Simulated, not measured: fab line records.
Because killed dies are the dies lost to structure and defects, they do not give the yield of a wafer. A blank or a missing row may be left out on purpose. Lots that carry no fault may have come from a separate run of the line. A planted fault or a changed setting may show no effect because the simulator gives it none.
8D (eight disciplines) problem report, filled in by code / flow n5Finfet / the parts of the form that need people (team, actions taken, sign-off) are left out

== 1. THE ISSUE ==
Wafers without a fault read 40, standard deviation 12; killedAtFrontEnd at N5_PASSIVATION_PROBE_49 reads a mean of 163 on 6 wafers belonging to 2 lots. That puts it +10 standard deviations away from the usual mean.
The first sign was on wafer L507.2 at day 15 03:49, on prober-01. The record has a number at this step for 33 wafers belonging to 11 lots. The rule behind "out" and "out of limits": a value lying over 4 standard deviations away from the usual mean. The other wafers with a number count as sound.

== 2. WHAT IT IS, WHAT IT ISN'T ==
question=which readings at this step | is=killedAtFrontEnd, killedDies | is not=killed_at_M0_to_M3, killedAtContacts, killedAtOther, killedOpen, killedShort
question=which lots | is=L507, L509 | is not=L501, L503, L504, L517, L520, L521, L522, L523, L524
question=which wafers of those lots | is=all that have a number | is not=-
question=read on which tools | is=prober-01, prober-02 | is not=-
question=when | is=from day 15 03:49 | is not=up to then (6 sound wafers); but 21 sound wafers of L504, L517, L520, L521, L522, L523, L524 came after

== 3. WHAT RULES OUT EACH SUSPECT ==
Counting: a tool stays on the suspect list if, at a process step up to the reading, it processed all lots that are out and no sound lot following the first of them.
- plasmaAsher-01 at N5_HKMG_FIN_STRIP_88 (strips in N2/H2, time 360 s): ruled out as a lasting fault. The sound lots L521, L523, L524 went through it after L507, its earliest lot that is out (day 5 21:33).
Left after counting: nothing in the record.

== 4. THE CAUSE (what the simulator had put in) ==
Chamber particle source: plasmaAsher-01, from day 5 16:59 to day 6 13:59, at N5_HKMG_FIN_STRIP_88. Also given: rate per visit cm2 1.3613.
The count ruled it out by mistake, since the rule takes a fault to strike every lot its tool runs from the start of the fault on, and this one did not do so.

== 5. SEQUENCE OF EFFECTS, ordered by route ==
Each row: a reading whose mean over the struck wafers that have a number lies more than 3 standard deviations from the usual. Only readings for which the record gives a usual standard deviation are gone through. hours: the time from each lot's start at the first step in this table that gives one to its start at this step, as a median over the lots. sigmas: the change in usual standard deviations.
hours=0; step=N5_PASSIVATION_PROBE_49; reading=killedAtFrontEnd; usual=40; on struck wafers=163; change=+123; sigmas=+10
hours=0; step=N5_PASSIVATION_PROBE_49; reading=killedDies; usual=105; on struck wafers=231; change=+126; sigmas=+7.4
hours=0; step=N5_PASSIVATION_PROBE_49; reading=killedOnRim; usual=14; on struck wafers=24; change=+10; sigmas=+3.1
It contains these process steps:
- N5_PASSIVATION_PROBE_49

== 6. HOW IT WOULD HAVE BEEN CAUGHT EARLIER ==
The fault began at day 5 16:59; the first out-of-limits reading in this record came at day 15 03:49, 227 hours later.
Tool readings at N5_HKMG_FIN_STRIP_88 with a usual standard deviation given in the record: none out on any struck wafer, hence no alarm at a limit of 4 standard deviations on them.
